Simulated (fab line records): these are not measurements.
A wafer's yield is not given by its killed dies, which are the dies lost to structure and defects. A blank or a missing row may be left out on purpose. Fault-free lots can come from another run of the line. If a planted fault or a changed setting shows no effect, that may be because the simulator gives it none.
Chamber matching ; flow nand_harc ; NHARC_A_CHANNEL_FILL_D1_CMP_10 on cmp-01: 4 sister chambers
The step polishes, target thk 150 nm. 8 wafers are shown with their chamber, then 8 later ones without.

## WAFERS WITH THEIR CHAMBER
wafer;chamber;motor_current_A (A);slurry_flow_ml_min
L085.3;3;10.9;149.8
L087.3;1;12.6;150.0
L087.5;1;13.5;150.3
L087.6;0;12.6;150.2
L089.1;3;11.7;149.2
L089.2;0;12.1;149.4
L089.4;2;10.2;149.8
L093.1;2;10.1;150.2

## WAFERS WITH NO CHAMBER GIVEN
wafer;motor_current_A (A);slurry_flow_ml_min
L093.3;12.9;149.8
L093.4;12.1;150.0
L094.1;12.3;149.4
L094.4;10.0;149.6
L094.5;12.3;149.6
L096.2;10.8;149.9
L096.3;11.8;149.3
L096.6;11.8;150.1

## CHAMBER TAKEN BY EACH
wafer;from the rows above;in truth
L093.3;can't be placed: 1 or 0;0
L093.4;can't be placed: 0 or 1 or 3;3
L094.1;can't be placed: 0 or 3 or 1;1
L094.4;can't be placed: 2 or 3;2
L094.5;can't be placed: 0 or 1 or 3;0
L096.2;can't be placed: 2 or 3 or 0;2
L096.3;can't be placed: 3 or 0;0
L096.6;can't be placed: 0 or 3 or 1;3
Placed correctly: 0 of 8. Cannot be placed on the basis of these rows: 8; the candidates contain the true chamber in 8. 0 placed wrongly.
How it was worked out, from the rows above alone: a wafer's distance from a chamber is the root of the sum, over the readings, of the square of ((its reading less the chamber's mean) divided by the reading's scatter). The wafer belongs to the nearest chamber; if the next one is less than 2 further off, it can't be placed. A chamber's mean is the mean of its shown wafers. How the scatter is found: for the shown wafers, subtract from each reading the mean of its chamber, square and add these, divide the total by (wafers less chambers), then take the root.
